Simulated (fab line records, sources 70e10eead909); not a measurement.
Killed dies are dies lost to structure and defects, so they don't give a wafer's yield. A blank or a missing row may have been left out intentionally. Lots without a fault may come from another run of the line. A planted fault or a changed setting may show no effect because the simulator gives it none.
Matching of chambers || flow nandHarc || NHARC_P_STI_CMP_21 on cmp-04 has 4 sister chambers
The step polishes, t overpolish 20 s, target thk 380.67 nm. 8 wafers are shown with their chamber, then 11 later ones without.

== WAFERS PAIRED WITH THEIR CHAMBERS ==
{"wafer": "L074.5", "chamber": 2, "motorCurrentA (A)": 11.9, "overpolishRunS (s)": 19.992}
{"wafer": "L084.6", "chamber": 3, "motorCurrentA (A)": 10.4, "overpolishRunS (s)": 20.009}
{"wafer": "L088.2", "chamber": 3, "motorCurrentA (A)": 11.3, "overpolishRunS (s)": 19.991}
{"wafer": "L088.6", "chamber": 2, "motorCurrentA (A)": 12.3, "overpolishRunS (s)": 20.010}
{"wafer": "L087.1", "chamber": 0, "motorCurrentA (A)": 13.1, "overpolishRunS (s)": 20.016}
{"wafer": "L087.4", "chamber": 1, "motorCurrentA (A)": 10.7, "overpolishRunS (s)": 20.017}
{"wafer": "L087.6", "chamber": 0, "motorCurrentA (A)": 14.5, "overpolishRunS (s)": 20.014}
{"wafer": "L091.4", "chamber": 1, "motorCurrentA (A)": 10.7, "overpolishRunS (s)": 19.999}

== WAFERS WHOSE CHAMBER IS MISSING ==
{"wafer": "L091.5", "motorCurrentA (A)": 13.4, "overpolishRunS (s)": 20.005}
{"wafer": "L091.6", "motorCurrentA (A)": 10.3, "overpolishRunS (s)": 19.995}
{"wafer": "L092.3", "motorCurrentA (A)": 12.2, "overpolishRunS (s)": 20.015}
{"wafer": "L092.4", "motorCurrentA (A)": 10.8, "overpolishRunS (s)": 20.011}
{"wafer": "L092.6", "motorCurrentA (A)": 11.0, "overpolishRunS (s)": 19.987}
{"wafer": "L094.1", "motorCurrentA (A)": 10.7, "overpolishRunS (s)": 20.001}
{"wafer": "L094.2", "motorCurrentA (A)": 10.6, "overpolishRunS (s)": 20.000}
{"wafer": "L094.5", "motorCurrentA (A)": 12.8, "overpolishRunS (s)": 20.000}
{"wafer": "L096.1", "motorCurrentA (A)": 10.8, "overpolishRunS (s)": 20.007}
{"wafer": "L096.2", "motorCurrentA (A)": 12.0, "overpolishRunS (s)": 19.992}
{"wafer": "L096.6", "motorCurrentA (A)": 10.0, "overpolishRunS (s)": 20.015}

== THE CHAMBER EACH PASSED THROUGH ==
{"wafer": "L091.5", "from the rows above": "can't be placed: 0 or 2", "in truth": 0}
{"wafer": "L091.6", "from the rows above": "can't be placed: 3 or 1", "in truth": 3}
{"wafer": "L092.3", "from the rows above": "can't be placed: 2 or 1 or 3 or 0", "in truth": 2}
{"wafer": "L092.4", "from the rows above": "can't be placed: 1 or 3", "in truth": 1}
{"wafer": "L092.6", "from the rows above": "can't be placed: 3 or 1 or 2", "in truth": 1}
{"wafer": "L094.1", "from the rows above": "can't be placed: 3 or 1", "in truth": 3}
{"wafer": "L094.2", "from the rows above": "can't be placed: 3 or 1", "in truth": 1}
{"wafer": "L094.5", "from the rows above": "can't be placed: 2 or 0", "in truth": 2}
{"wafer": "L096.1", "from the rows above": "can't be placed: 1 or 3", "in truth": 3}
{"wafer": "L096.2", "from the rows above": "can't be placed: 2 or 3 or 1", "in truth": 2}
{"wafer": "L096.6", "from the rows above": "can't be placed: 1 or 3", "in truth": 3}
Correctly placed: 0 of 11. Unplaceable from these rows: 11, with the true chamber sitting among the candidates in 11. Wrongly placed: 0.
How it was worked out, from the rows above alone: a wafer's distance from a chamber is the root of the sum, over the readings, of the square of ((its reading less the chamber's mean) divided by the reading's scatter). The wafer belongs to the nearest chamber; if the next one is less than 2 further off, it can't be placed. Each chamber's mean is taken over the wafers shown for it. The scatter: the root of (the sum of the squares of (reading less its chamber's mean) over the shown wafers, divided by (wafers less chambers)).
